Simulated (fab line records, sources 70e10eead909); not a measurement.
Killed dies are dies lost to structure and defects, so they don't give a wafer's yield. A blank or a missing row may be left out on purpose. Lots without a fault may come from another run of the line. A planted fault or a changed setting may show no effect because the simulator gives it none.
Which tool did it? | flow nand_harc | 14 lots, 42 wafers sampled, at 5 steps of a route of 1302

WHAT THE GAUGES READ, wafer by wafer
NHARC_A_ONON_D2_THK_MEAS_27: measures by ellipsometry.
lot  | measured     | on            | thk_nm (nm)
L526 | day 13 12:11 | film_metro-02 | 994 995 993
L527 | day 13 12:10 | film_metro-01 | 999 1000 1000
L528 | day 13 17:43 | film_metro-01 | 1007 1006 1004
L529 | day 14 18:05 | film_metro-01 | 991 989 990
L536 | day 17 01:17 | film_metro-01 | 327 326 327
L538 | day 17 17:56 | film_metro-01 | 330 330 331
L540 | day 19 11:32 | film_metro-01 | 1003 1003 1002
L543 | day 20 11:16 | film_metro-02 | 999 997 1001
L542 | day 20 11:16 | film_metro-02 | 999 999 1000
L544 | day 20 11:24 | film_metro-02 | 990 989 990
L545 | day 20 22:08 | film_metro-01 | 1003 1004 1007
L546 | day 21 17:34 | film_metro-02 | 979 978 981
L547 | day 22 03:51 | film_metro-02 | 973 971 972
L549 | day 22 13:57 | film_metro-01 | 1006 1005 1005

NHARC_A_CHANNEL_HOLE_D2_OVL_MEAS_11.
lot  | measured     | on         | overlay_x_nm (nm) | overlay_y_nm (nm)
L526 | day 13 19:32 | overlay-02 | 0.0 -0.6 -0.5     | 0.4 1.0 0.1
L527 | day 13 20:46 | overlay-02 | 0.6 1.1 0.7       | -0.7 0.0 -0.4
L528 | day 13 22:40 | overlay-01 | -0.1 -0.4 -0.2    | 0.2 0.2 0.6
L529 | day 14 21:51 | overlay-02 | -0.3 -0.4 -0.4    | 0.0 -0.7 -0.6
L540 | day 19 16:01 | overlay-02 | 0.5 0.2 -0.1      | -1.1 -2.0 -1.9
L543 | day 20 16:11 | overlay-02 | -0.5 -0.1 0.1     | 0.7 1.3 0.8
L542 | day 20 15:29 | overlay-01 | -1.8 -1.8 -1.6    | -0.4 -1.0 -0.7
L544 | day 20 17:23 | overlay-01 | 0.4 0.3 0.5       | 0.1 -0.1 -0.7
L545 | day 21 01:55 | overlay-01 | -0.8 -1.0 -0.8    | 0.0 0.2 -0.2
L546 | day 21 21:29 | overlay-01 | 0.3 0.6 1.0       | 0.9 1.8 1.5
L547 | day 22 09:50 | overlay-01 | -0.9 -1.3 -1.3    | -0.8 -1.1 -1.0
L549 | day 22 17:52 | overlay-02 | 0.1 0.0 0.1       | -1.4 -1.3 -1.2

NHARC_END_SORT_01.
lot  | measured     | on        | killed_at_array | killed_at_other | killed_at_periphery | killed_dies | killed_open | killed_short
L536 | day 28 21:35 | prober-02 | 674 675 674     | 0 0 1           | 3 2 2               | 677 677 677 | 4 1 4       | 5 1 1
L538 | day 29 07:20 | prober-02 | 674 674 672     | 1 2 2           | 2 1 3               | 677 677 677 | 3 6 5       | 1 2 2

WHICH TOOL RAN EACH LOT (tool, then ch and the chambers of the sampled wafers, then the start)
lot  | NHARC_A_ONON_D2_DEP_25           | NHARC_A_CHANNEL_HOLE_D2_DEP_01
L526 | pecvd_onon-04 ch 0, day 13 11:40 | pecvd-02 ch 0,1,2, day 13 18:53
L527 | pecvd_onon-02 ch 0, day 13 11:43 | pecvd-02 ch 0,2, day 13 19:59
L528 | pecvd_onon-04 ch 0, day 13 17:16 | pecvd-02 ch 1,2, day 13 21:52
L529 | pecvd_onon-01 ch 0, day 14 17:38 | pecvd-04 ch 0,2, day 14 21:13
L536 | pecvd_onon-04 ch 0, day 17 00:46 | -
L538 | pecvd_onon-04 ch 0, day 17 17:25 | -
L540 | pecvd_onon-02 ch 0, day 19 11:02 | pecvd-04 ch 0,1,2, day 19 15:13
L543 | pecvd_onon-02 ch 0, day 20 10:46 | pecvd-01 ch 0,1,2, day 20 15:23
L542 | pecvd_onon-04 ch 0, day 20 10:49 | pecvd-02 ch 0,2, day 20 14:38
L544 | pecvd_onon-01 ch 0, day 20 11:04 | pecvd-02 ch 0,2, day 20 16:34
L545 | pecvd_onon-04 ch 0, day 20 21:41 | pecvd-01 ch 0,1,2, day 21 01:14
L546 | pecvd_onon-01 ch 0, day 21 17:04 | pecvd-02 ch 0,1,2, day 21 20:40
L547 | pecvd_onon-02 ch 0, day 22 03:28 | pecvd-04 ch 0,1, day 22 09:04
L549 | pecvd_onon-01 ch 0, day 22 13:26 | pecvd-01 ch 1,2, day 22 17:05
- NHARC_A_ONON_D2_DEP_25: target thk 1000 nm.
- NHARC_A_CHANNEL_HOLE_D2_DEP_01: deposits SiON, target thk 140 nm.

WHAT THE TOOLS THEMSELVES READ (means of the sampled wafers that have a number; where no wafer has one, the mark that the record gives instead)
NHARC_A_CHANNEL_HOLE_D2_DEP_01.
lot  | tool     | heater_power_w (W)
L526 | pecvd-02 | 747
L527 | pecvd-02 | 746
L528 | pecvd-02 | 739
L529 | pecvd-04 | 728
L540 | pecvd-04 | 784
L543 | pecvd-01 | 745
L542 | pecvd-02 | 770
L544 | pecvd-02 | 795
L545 | pecvd-01 | 783
L546 | pecvd-02 | 785
L547 | pecvd-04 | 769
L549 | pecvd-01 | 724

THE ANSWER, worked out from the rows above alone
Rule: what is usual is taken from the lots themselves. Put in order of their means at a reading, lots are off if they are a third of the lots or fewer, leave a main group of 4 or more, and stand apart from it by a gap of 3 or more times the standard deviation of the main group's means; of several such gaps the widest counts. A main group whose means are all the same, to the digits that the tables above print for the reading, isn't used. A lot without any number at a reading at which 4 lots or more have one is off too. The other lots that the step has rows for count as sound. The gauges are gone through in route order, then the tools' own readings, and for those a lot's mean is taken as printed above. The first step at which some lot is off is used, and at that step the reading that is off furthest; a lot without a number counts as furthest.
Off: L536, L538, at NHARC_A_ONON_D2_THK_MEAS_27 (thk_nm). The main group: mean 995 nm, standard deviation 10.
A tool fits if, at a process step before that reading, it ran every lot that is off, and no sound lot after the first of them. The gauges at NHARC_A_ONON_D2_THK_MEAS_27 are tried like those tools. None of those tried fits.

WHAT THE SIMULATOR HAD PUT IN
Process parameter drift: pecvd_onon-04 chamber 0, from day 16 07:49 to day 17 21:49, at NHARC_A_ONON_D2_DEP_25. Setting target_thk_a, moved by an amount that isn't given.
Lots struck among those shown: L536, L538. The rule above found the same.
